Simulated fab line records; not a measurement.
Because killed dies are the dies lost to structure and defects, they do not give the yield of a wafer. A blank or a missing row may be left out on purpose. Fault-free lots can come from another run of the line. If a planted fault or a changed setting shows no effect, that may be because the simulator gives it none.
fab line records | flow nand_harc
record: lots: 12 | wafers: 36 | last_day: 34
route steps=1302 shown A_ONON_D1@431 A_CHANNEL_HOLE_D1@466 END@1302
lots that met no fault: taken from a fault-free run of the same line
start_h: hours from the record's opening day to when the first of the lot's shown wafers began | wait_h: hours elapsed since this lot's preceding step | " as in the row above | L1.1+2: one row covering several wafers at once | - value missing, or start not given | * or withheld: withheld | < > ~ a bound
route shown NAME@n: NAME is a module with steps in the file, n the number in the route of the first one | usual: mean and standard deviation over wafers with no fault | same: alike in all rows | chamber/n: place in a boat | sites: readings site by site | _std_site: standard deviation across them | _edge_site: inner sites' mean taken away from outer sites' mean | radius_mm: how far each site lies from the wafer's centre | mask NAME#n: copy n | behind: the most recent tool/chamber to have shaped the wafer | hold: what put the lot on hold/how long, in hours/how the hold closed | device: the transistor (n, p or np) that didn't switch | end of line: at the end of the route, the tests of the same wafers | for a step that has no rows: nothing shown but its recipe | killed: not the wafer's yield, but the dies lost to structure and defects at the first sort | map: per-die view of a wafer (x killed, . not killed, _ where there is no die)
set.NAME: the run value of the setting; set.NAME@STEP: its run value at that earlier step | model.NAME: the simulator's own value behind a step, which no gauge read
steps of the route over a sample of lots; a table a step, a row a wafer
services: from which hour (start_h, from the record's first day; less than 0 if before it) a tool's chamber was out of use, for how many hours, and why
== steps ==
step: NHARC_A_ONON_D1_THK_MEAS_11
recipe: thk_meas_gauge: ellipsometry
usual: thk_nm: 1001/8.6
lot.wafer | tool          | chamber | start_h | wait_h | thk_nm
L580.1    | film_metro-01 | -       | 186.51  | -      | 996
L580.2    | "             | -       | "       | "      | 997
L580.4    | "             | -       | "       | "      | 995
L581.2    | film_metro-02 | -       | 194.53  | -      | 1001
L581.4    | "             | -       | "       | "      | 1003
L581.6    | "             | -       | "       | "      | 1001
L582.2    | film_metro-02 | -       | 205.45  | -      | 1005
L582.3    | "             | -       | "       | "      | 1003
L582.6    | "             | -       | "       | "      | 1002
L584.3    | film_metro-02 | -       | 223.33  | -      | 1011
L584.4    | "             | -       | "       | "      | 1011
L584.6    | "             | -       | "       | "      | 1010
L583.2    | film_metro-01 | -       | 223.34  | -      | 1010
L583.4    | "             | -       | "       | "      | 1009
L583.6    | "             | -       | "       | "      | 1010
L592.3    | film_metro-02 | -       | 307.21  | -      | 993
L592.4    | "             | -       | "       | "      | 994
L592.6    | "             | -       | "       | "      | 991
L594.1    | film_metro-01 | -       | 327.97  | -      | 1002
L594.2    | "             | -       | "       | "      | 1001
L594.6    | "             | -       | "       | "      | 1002
L595.2    | film_metro-01 | -       | 337.47  | -      | 993
L595.3    | "             | -       | "       | "      | 993
L595.6    | "             | -       | "       | "      | 993
L597.2    | film_metro-01 | -       | 355.69  | -      | 991
L597.3    | "             | -       | "       | "      | 990
L597.4    | "             | -       | "       | "      | 989
L599.1    | film_metro-01 | -       | 371.02  | -      | 994
L599.2    | "             | -       | "       | "      | 993
L599.5    | "             | -       | "       | "      | 993
L600.1    | film_metro-01 | -       | 386.07  | -      | 1013
L600.3    | "             | -       | "       | "      | 1015
L600.4    | "             | -       | "       | "      | 1015
L601.2    | film_metro-01 | -       | 400.68  | -      | 991
L601.5    | "             | -       | "       | "      | 991
L601.6    | "             | -       | "       | "      | 993
step: NHARC_A_ONON_D1_THK_MEAS_14
recipe: thk_meas_gauge: ellipsometry
usual: thk_nm: 1002/8.5
lot.wafer | tool          | chamber | start_h | wait_h | thk_nm
L580.1    | film_metro-02 | -       | 187.07  | -      | 999
L580.2    | "             | -       | "       | "      | 1000
L580.4    | "             | -       | "       | "      | 1001
L581.2    | film_metro-02 | -       | 195.09  | -      | 1008
L581.4    | "             | -       | "       | "      | 1009
L581.6    | "             | -       | "       | "      | 1009
L582.2    | film_metro-01 | -       | 206.02  | -      | 1001
L582.3    | "             | -       | "       | "      | 999
L582.6    | "             | -       | "       | "      | 1003
L584.3    | film_metro-02 | -       | 223.89  | -      | 997
L584.4    | "             | -       | "       | "      | 996
L584.6    | "             | -       | "       | "      | 997
L583.2    | film_metro-01 | -       | 223.90  | -      | 1002
L583.4    | "             | -       | "       | "      | 1003
L583.6    | "             | -       | "       | "      | 1003
L592.3    | film_metro-01 | -       | 307.78  | -      | 998
L592.4    | "             | -       | "       | "      | 998
L592.6    | "             | -       | "       | "      | 997
L594.1    | film_metro-01 | -       | 328.54  | -      | 1007
L594.2    | "             | -       | "       | "      | 1007
L594.6    | "             | -       | "       | "      | 1005
L595.2    | film_metro-01 | -       | 338.04  | -      | 1003
L595.3    | "             | -       | "       | "      | 1003
L595.6    | "             | -       | "       | "      | 1003
L597.2    | film_metro-02 | -       | 356.28  | -      | 1007
L597.3    | "             | -       | "       | "      | 1004
L597.4    | "             | -       | "       | "      | 1006
L599.1    | film_metro-01 | -       | 371.59  | -      | 1000
L599.2    | "             | -       | "       | "      | 1000
L599.5    | "             | -       | "       | "      | 1000
L600.1    | film_metro-01 | -       | 386.64  | -      | 1006
L600.3    | "             | -       | "       | "      | 1007
L600.4    | "             | -       | "       | "      | 1006
L601.2    | film_metro-02 | -       | 401.25  | -      | 995
L601.5    | "             | -       | "       | "      | 994
L601.6    | "             | -       | "       | "      | 995
step: NHARC_A_CHANNEL_HOLE_D1_ETCH_38
recipe: target_depth_a: 390 | over_etch_frac: 0.3 | time_s: 65 | ion_energy_ev: 80 | cf4_flow_sccm: 150 | ar_flow_sccm: 0 | rf_w: 300 | bias_w: 100 | chemistry: CF4
usual: bias_w: 99.99/0.27 | cf4_flow_sccm: 149.9/0.44 | drypump_motor_current_A: 5.8/0.48 | oes_product_au: 0.997/0.0089 | rf_vpp_V: 151.4/1.2 | showerhead_plenum_p_Torr: 1.77/0.077 | throttle_valve_pct: 13.283/0.0081
lot.wafer | tool        | chamber | start_h | wait_h | bias_w | cf4_flow_sccm | drypump_motor_current_A | oes_product_au | rf_hours_counter_h | rf_vpp_V | showerhead_plenum_p_Torr | throttle_valve_pct
L580.2    | rie_diel-04 | 2       | 203.56  | 0.1    | 100.39 | 149.8         | 5.3                     | 0.987          | 5                  | 150.9    | 1.66                     | 13.275
L580.1    | "           | 3       | "       | "      | 99.97  | 150.6         | 5.2                     | 0.998          | 5                  | 150.6    | 1.69                     | 13.294
L580.4    | "           | 1       | "       | "      | 99.58  | 150.3         | 5.0                     | 0.993          | 7                  | 152.9    | 1.84                     | 13.289
L581.2    | rie_diel-10 | 1       | 208.54  | 0.1    | 99.95  | 149.7         | 5.9                     | 1.007          | 11                 | 151.0    | 1.66                     | 13.280
L581.4    | "           | 2       | "       | "      | 100.08 | 150.2         | 5.6                     | 1.004          | 11                 | 153.5    | 1.83                     | 13.288
L581.6    | "           | 2       | "       | "      | 100.42 | 150.7         | 5.6                     | 0.993          | -                  | 153.4    | 1.83                     | 13.288
L582.2    | rie_diel-10 | 3       | 219.63  | 0.1    | 99.81  | 150.4         | 5.4                     | 1.006          | 12                 | 151.7    | 1.86                     | 13.279
L582.3    | "           | 1       | "       | "      | 99.72  | 150.8         | 5.8                     | 0.999          | 12                 | 148.7    | 1.66                     | 13.295
L582.6    | "           | 3       | "       | "      | 99.96  | 150.0         | 5.4                     | 1.002          | -                  | 151.6    | 1.86                     | 13.283
L583.2    | rie_diel-10 | 0       | 240.97  | 0.1    | -      | -             | -                       | -              | -                  | -        | -                        | -
L583.4    | "           | 1       | "       | "      | -      | -             | -                       | -              | -                  | -        | -                        | -
L583.6    | "           | 0       | "       | "      | -      | -             | -                       | -              | -                  | -        | -                        | -
L584.3    | rie_diel-04 | 2       | 241.91  | 0.1    | -      | -             | -                       | -              | -                  | -        | -                        | -
L584.4    | "           | 3       | "       | "      | -      | -             | -                       | -              | -                  | -        | -                        | -
L584.6    | "           | 0       | "       | "      | -      | -             | -                       | -              | -                  | -        | -                        | -
L592.4    | rie_diel-04 | 3       | 325.21  | 0.1    | 100.05 | 149.7         | 5.2                     | 0.994          | 42                 | 149.3    | 1.68                     | 13.277
L592.3    | "           | 2       | "       | "      | 100.09 | 149.5         | 5.3                     | 0.991          | 41                 | 150.4    | 1.65                     | 13.274
L592.6    | "           | 3       | "       | "      | 100.24 | 149.6         | 5.2                     | 0.994          | -                  | 149.0    | 1.68                     | 13.290
L594.1    | rie_diel-10 | 3       | 342.44  | 0.1    | 99.84  | 149.6         | 5.4                     | 0.987          | 7                  | 152.7    | 1.85                     | 13.297
L594.2    | "           | 1       | "       | "      | 99.59  | 149.0         | 5.9                     | 0.987          | 8                  | 149.3    | 1.65                     | 13.285
L594.6    | "           | 3       | "       | "      | 99.65  | 151.0         | 5.4                     | 0.985          | -                  | 152.4    | 1.85                     | 13.270
L595.2    | rie_diel-10 | 2       | 356.34  | 0.1    | 99.98  | 149.4         | 5.6                     | 0.982          | 8                  | 151.2    | 1.83                     | 13.280
L595.3    | "           | 3       | "       | "      | 100.48 | 149.8         | 5.4                     | 0.985          | 8                  | 153.8    | 1.85                     | 13.276
L595.6    | "           | 2       | "       | "      | 99.66  | 149.9         | 5.6                     | 0.989          | -                  | 151.3    | 1.83                     | 13.282
L597.3    | rie_diel-04 | 1       | 371.22  | 0.1    | 100.02 | 149.6         | 5.0                     | 1.008          | 1                  | 152.6    | 1.83                     | 13.284
L597.4    | "           | 2       | "       | "      | 99.64  | 150.7         | 5.3                     | 0.995          | 2                  | 150.3    | 1.65                     | 13.269
L597.2    | "           | 3       | "       | "      | 99.57  | 150.1         | 5.2                     | 0.996          | 2                  | 149.9    | 1.68                     | 13.292
L599.2    | rie_diel-10 | 2       | 389.27  | 0.1    | 99.92  | 149.5         | 5.6                     | 0.996          | 11                 | 150.7    | 1.83                     | 13.285
L599.1    | "           | 0       | "       | "      | 99.73  | 149.5         | 6.5                     | 1.000          | 12                 | 150.1    | 1.73                     | 13.281
L599.5    | "           | 2       | "       | "      | 99.76  | 149.4         | 5.6                     | 1.003          | -                  | 151.9    | 1.83                     | 13.275
L600.3    | rie_diel-10 | 2       | 402.97  | 0.1    | 100.05 | 150.2         | 5.6                     | 0.995          | 12                 | 155.6    | 1.83                     | 13.276
L600.1    | "           | 0       | "       | "      | 100.18 | 150.6         | 6.5                     | 1.010          | 13                 | 151.6    | 1.73                     | 13.279
L600.4    | "           | 0       | "       | "      | 100.10 | 149.9         | 6.5                     | 1.005          | -                  | 150.4    | 1.73                     | 13.279
L601.2    | rie_diel-13 | 2       | 417.20  | 0.1    | 99.66  | 150.7         | 5.6                     | 1.006          | 18                 | 152.0    | 1.82                     | 13.295
L601.5    | "           | 3       | "       | "      | 99.94  | 149.9         | 6.4                     | 1.004          | -                  | 150.1    | 1.65                     | 13.286
L601.6    | "           | 2       | "       | "      | 99.63  | 150.6         | 5.6                     | 1.007          | -                  | 151.8    | 1.82                     | 13.290
step: NHARC_A_CHANNEL_HOLE_D1_ETCH_26
recipe: bias_v: 300 | source_w: 2000 | pressure_mtorr: 30 | time_s: 224.1 | ar_flow_sccm: 375 | c4f8_flow_sccm: 11.4 | o2_flow_sccm: 113.6 | temp_c: -20 | target_depth_a: 3000 | chemistry: C4F8/O2/Ar
usual: bias_v: 299.3/2.9 | c4f8_flow_sccm: 11.40/0.035 | drypump_motor_current_A: 5.62/0.29 | showerhead_plenum_p_Torr: 3.55/0.1 | throttle_valve_pct: 24.585/0.0096
lot.wafer | tool        | chamber | start_h | wait_h | bias_v | c4f8_flow_sccm | drypump_motor_current_A | rf_hours_counter_h | showerhead_plenum_p_Torr | throttle_valve_pct
L580.2    | har_etch-02 | 1       | 208.43  | 0.7    | 296.0  | 11.36          | 5.57                    | 313                | 3.51                     | 24.599
L580.1    | "           | 0       | "       | "      | 297.0  | 11.44          | 6.07                    | 298                | 3.60                     | 24.598
L580.4    | "           | 1       | "       | "      | 299.8  | 11.36          | 5.58                    | -                  | 3.51                     | 24.590
L581.2    | har_etch-02 | 1       | 213.44  | 0.6    | 291.8  | 11.39          | 5.59                    | 317                | 3.51                     | 24.576
L581.4    | "           | 1       | "       | "      | 298.2  | 11.44          | 5.58                    | -                  | 3.51                     | 24.585
L581.6    | "           | 1       | "       | "      | 295.3  | 11.46          | 5.58                    | -                  | 3.51                     | 24.584
L582.2    | har_etch-01 | 1       | 224.52  | 0.7    | 298.6  | 11.41          | 5.53                    | 114                | 3.53                     | 24.580
L582.3    | "           | 1       | "       | "      | 301.4  | 11.44          | 5.54                    | -                  | 3.53                     | 24.590
L582.6    | "           | 1       | "       | "      | 297.3  | 11.44          | 5.53                    | -                  | 3.53                     | 24.572
L583.2    | har_etch-01 | 0       | 248.90  | 0.7    | 303.3  | 11.38          | 5.29                    | 126                | 3.57                     | 24.580
L583.4    | "           | 0       | "       | "      | 303.3  | 11.37          | 5.30                    | -                  | 3.57                     | 24.593
L583.6    | "           | 0       | "       | "      | 302.5  | 11.35          | 5.28                    | -                  | 3.57                     | 24.583
L584.3    | har_etch-02 | 0       | 249.10  | 0.5    | 298.2  | 11.39          | 6.07                    | -                  | 3.59                     | 24.571
L584.4    | "           | 1       | "       | "      | 297.7  | 11.40          | 5.59                    | -                  | 3.50                     | 24.576
L584.6    | "           | 0       | "       | "      | 299.4  | 11.41          | 6.09                    | -                  | 3.59                     | 24.584
L592.4    | har_etch-01 | 1       | 332.28  | 0.5    | 300.5  | 11.34          | 5.52                    | -                  | 3.50                     | 24.587
L592.3    | "           | 0       | "       | "      | 304.3  | 11.42          | 5.29                    | -                  | 3.54                     | 24.592
L592.6    | "           | 0       | "       | "      | 302.8  | 11.45          | 5.29                    | -                  | 3.54                     | 24.598
L594.1    | har_etch-01 | 1       | 347.31  | 0.7    | 297.1  | 11.39          | 5.51                    | 187                | 3.49                     | 24.577
L594.2    | "           | 0       | "       | "      | 298.6  | 11.44          | 5.29                    | 187                | 3.54                     | 24.596
L594.6    | "           | 1       | "       | "      | 299.5  | 11.42          | 5.51                    | -                  | 3.49                     | 24.585
L595.2    | har_etch-02 | 0       | 361.24  | 0.6    | 301.5  | 11.40          | 6.05                    | 385                | 3.55                     | 24.579
L595.3    | "           | 0       | "       | "      | 297.7  | 11.38          | 6.06                    | -                  | 3.55                     | 24.584
L595.6    | "           | 1       | "       | "      | 301.0  | 11.37          | 5.59                    | -                  | 3.47                     | 24.579
L597.2    | har_etch-02 | 1       | 376.07  | 0.7    | 299.1  | 11.37          | 5.57                    | 397                | 3.47                     | 24.581
L597.4    | "           | 1       | "       | "      | 295.7  | 11.42          | 5.57                    | -                  | 3.47                     | 24.582
L597.3    | "           | 0       | "       | "      | 297.3  | 11.36          | 6.08                    | -                  | 3.54                     | 24.580
L599.2    | har_etch-02 | 0       | 397.95  | 0.7    | 298.1  | 11.40          | 6.12                    | 4                  | 3.99                     | 24.558
L599.1    | "           | 1       | "       | "      | 300.2  | 11.43          | 5.57                    | 4                  | 3.99                     | 24.584
L599.5    | "           | 0       | "       | "      | 296.9  | 11.33          | 6.12                    | -                  | 3.99                     | 24.591
L600.1    | har_etch-01 | 0       | 408.04  | 0.7    | 297.9  | 11.38          | 5.31                    | 229                | 3.51                     | 24.604
L600.3    | "           | 0       | "       | "      | 296.9  | 11.40          | 5.30                    | -                  | 3.51                     | 24.593
L600.4    | "           | 1       | "       | "      | 301.9  | 11.39          | 5.53                    | -                  | 3.47                     | 24.581
L601.2    | har_etch-01 | 1       | 424.36  | 0.6    | 303.9  | 11.36          | 5.52                    | 237                | 3.47                     | 24.601
L601.6    | "           | 0       | "       | "      | 301.5  | 11.35          | 5.29                    | -                  | 3.51                     | 24.582
L601.5    | "           | 1       | "       | "      | 299.4  | 11.40          | 5.51                    | -                  | 3.47                     | 24.597
step: NHARC_END_SORT_01
recipe: temp_c: 25
usual: killed_at_array: 52/17 | killed_at_other: 0.9/1.2 | killed_at_periphery: 3.9/2.7 | killed_dies: 57/16 | killed_open: 3.3/1.9 | killed_short: 2.5/1.5
same: gross_dies: 677
lot.wafer | tool      | chamber | start_h | wait_h | killed_at_array | killed_at_other | killed_at_periphery | killed_dies | killed_open | killed_short
L584.3    | prober-02 | 0       | 623.84  | 3.1    | 674             | 0               | 3                   | 677         | 1           | 3
L584.4    | prober-02 | 0       | 624.64  | 3.4    | 676             | 0               | 1                   | 677         | 2           | 1
L584.6    | prober-02 | 0       | 626.24  | 4.0    | 676             | 0               | 1                   | 677         | 3           | 6
L583.2    | prober-01 | 0       | 638.22  | 2.8    | 673             | 4               | 0                   | 677         | 3           | 3
L583.4    | prober-01 | 0       | 639.84  | 3.4    | 675             | 1               | 1                   | 677         | 1           | 4
L583.6    | prober-01 | 0       | 641.46  | 4.0    | 667             | 2               | 8                   | 677         | 7           | 5
L592.3    | prober-02 | 0       | 697.77  | 3.1    | 32              | 0               | 6                   | 38          | 0           | 2
L592.4    | prober-02 | 0       | 698.56  | 3.4    | 20              | 0               | 8                   | 28          | 4           | 0
L592.6    | prober-02 | 0       | 700.15  | 4.0    | 20              | 2               | 8                   | 30          | 2           | 1
killed by level:class
L584.3 A_CHANNEL_HOLE_D1:area_etch=598 A_CHANNEL_HOLE_D2:chamber_film_flake=33 A_CHANNEL_HOLE_D1:chamber_film_flake=30 A_CONTACT:chamber_film_flake=4 P_CONTACT:chamber_film_flake=2 A_SGD_CUT:chamber_film_flake=2 A_ONON_D1:geometric_particle:short=1 A_CHANNEL_HOLE_D1:geometric_particle:short=1
L584.4 A_CHANNEL_HOLE_D1:area_etch=605 A_CHANNEL_HOLE_D2:chamber_film_flake=31 A_CHANNEL_HOLE_D1:chamber_film_flake=29 A_CONTACT:chamber_film_flake=5 A_SGD_CUT:chamber_film_flake=3 P_GATE:geometric_particle:short=1 A_CHANNEL_FILL_D1:geometric_particle:open=1 A_DECK1_JOINT:geometric_particle:open=1
L584.6 A_CHANNEL_HOLE_D1:area_etch=605 A_CHANNEL_HOLE_D1:chamber_film_flake=30 A_CHANNEL_HOLE_D2:chamber_film_flake=28 A_CHANNEL_FILL_D1:geometric_particle:short=3 A_SGD_CUT:chamber_film_flake=3 A_DECK1_JOINT:geometric_particle:short=2 A_ONON_D1:geometric_particle:open=1 A_ONON_D2:geometric_particle:open=1
L583.2 A_CHANNEL_HOLE_D1:area_etch=641 A_CHANNEL_HOLE_D2:chamber_film_flake=10 A_CHANNEL_HOLE_D1:chamber_film_flake=5 THIN_TSV:chamber_film_flake=4 A_STAIRCASE:chamber_film_flake=3 A_M0:geometric_particle:short=2 A_CHANNEL_FILL_D1:chamber_film_flake=2 A_SLIT:chamber_film_flake=2
L583.4 A_CHANNEL_HOLE_D1:area_etch=651 A_CHANNEL_HOLE_D1:chamber_film_flake=7 A_CONTACT:chamber_film_flake=4 A_CHANNEL_HOLE_D2:chamber_film_flake=4 A_STAIRCASE:chamber_film_flake=3 A_WL_FILL:geometric_particle:short=2 A_WL_FILL:chamber_film_flake=2 P_M0:geometric_particle:short=1
L583.6 A_CHANNEL_HOLE_D1:area_etch=639 A_CHANNEL_HOLE_D2:chamber_film_flake=10 P_GATE:geometric_particle:open=3 A_WL_FILL:chamber_film_flake=3 A_CHANNEL_HOLE_D1:chamber_film_flake=2 A_CHANNEL_FILL_D1:chamber_film_flake=2 A_CHANNEL_FILL_D2:chamber_film_flake=2 A_CONTACT:chamber_film_flake=2
L592.3 A_CHANNEL_HOLE_D1:chamber_film_flake=13 P_BONDPAD:chamber_film_flake=5 A_STAIRCASE:chamber_film_flake=5 A_SLIT:chamber_film_flake=5 A_CONTACT:chamber_film_flake=5 A_CHANNEL_FILL_D1:chamber_film_flake=2 A_ONON_D2:geometric_particle:short=1 A_WL_FILL:geometric_particle:short=1
L592.4 P_BONDPAD:chamber_film_flake=6 A_CHANNEL_HOLE_D1:chamber_film_flake=4 A_STAIRCASE:chamber_film_flake=4 A_CONTACT:chamber_film_flake=4 A_SLIT:chamber_film_flake=2 A_DECK1_JOINT:geometric_particle:open=1 A_ONON_D2:geometric_particle:open=1 A_CHANNEL_HOLE_D2:geometric_particle:open=1
L592.6 A_CHANNEL_HOLE_D1:chamber_film_flake=6 P_BONDPAD:chamber_film_flake=4 A_SLIT:chamber_film_flake=4 A_CONTACT:chamber_film_flake=3 P_M0:chamber_film_flake=3 A_STAIRCASE:chamber_film_flake=3 THIN_TSV:chamber_film_flake=2 A_ONON_D2:geometric_particle:open=1
== services ==
tool        | chamber | start_h | hours | kind
rie_diel-10 | 0       | 197.35  | -     | clean
rie_diel-10 | 1       | 197.35  | -     | clean
rie_diel-10 | 2       | 197.35  | -     | clean
rie_diel-10 | 3       | 197.35  | -     | clean
rie_diel-13 | 1       | 205.60  | 3.9   | repair
rie_diel-10 | 0       | 221.85  | -     | clean
rie_diel-10 | 1       | 221.85  | -     | clean
rie_diel-10 | 2       | 221.85  | -     | clean
rie_diel-10 | 3       | 221.85  | -     | clean
rie_diel-04 | -       | 235.67  | 0.9   | repair
rie_diel-10 | -       | 242.65  | 9.0   | pm
rie_diel-04 | 1       | 270.51  | 8.7   | repair
rie_diel-13 | 1       | 302.14  | 3.9   | repair
rie_diel-10 | 2       | 323.97  | 10.4  | repair
rie_diel-13 | -       | 343.90  | 9.0   | pm
rie_diel-04 | 1       | 349.22  | 6.3   | repair
rie_diel-04 | -       | 354.97  | 9.0   | pm
rie_diel-13 | -       | 355.01  | 1.5   | repair
rie_diel-04 | -       | 369.12  | 1.9   | repair
har_etch-02 | -       | 377.19  | 17.0  | pm
rie_diel-10 | 1       | 380.48  | 15.8  | repair
rie_diel-10 | 1       | 401.79  | 3.6   | repair
rie_diel-13 | 1       | 414.03  | 36.9  | repair
rie_diel-10 | -       | 419.66  | 9.0   | pm
== key ==
first_sign: step: NHARC_A_CHANNEL_HOLE_D1_ETCH_38 | reading: tool_record | direction: missing
effect: step: NHARC_END_SORT_01 | reading: killed_dies | direction: up | sigmas: 38 | usual: 57 | struck: 677
more_kills_born_at: NHARC_A_CHANNEL_HOLE_D1_ETCH_38@rie_diel-10: 1931 | NHARC_A_CHANNEL_HOLE_D1_ETCH_38@rie_diel-04: 1808
met_at NHARC_A_CHANNEL_HOLE_D1_ETCH_38
struck_lots L583,L584
later_rows_left_out L583.2,L583.4,L583.6,L584.3,L584.4,L584.6
tester_left_out L583,L584
not_acting_at NHARC_A_ONON_D1_THK_MEAS_11,NHARC_A_ONON_D1_THK_MEAS_14,NHARC_A_CHANNEL_HOLE_D1_ETCH_26
onset_between 219.63 240.97
fault: kind: skipped_step_whole | tool: rie_diel-04,rie_diel-10 | chamber: - | onset_h: 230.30 | steps: NHARC_A_CHANNEL_HOLE_D1_ETCH_38 | scope: struck_lots_only
tester_left_out: of these lots the tester's yield and bins aren't shown, on N5 and GAA mostly nor the transistor test; their killed dies are dies lost to structure and defects alone, not to doping, threshold or leakage, so they don't give the yield
later_rows_left_out: the simulator's readings of these wafers behind a module that went badly wrong aren't trusted and aren't shown, but for the sort
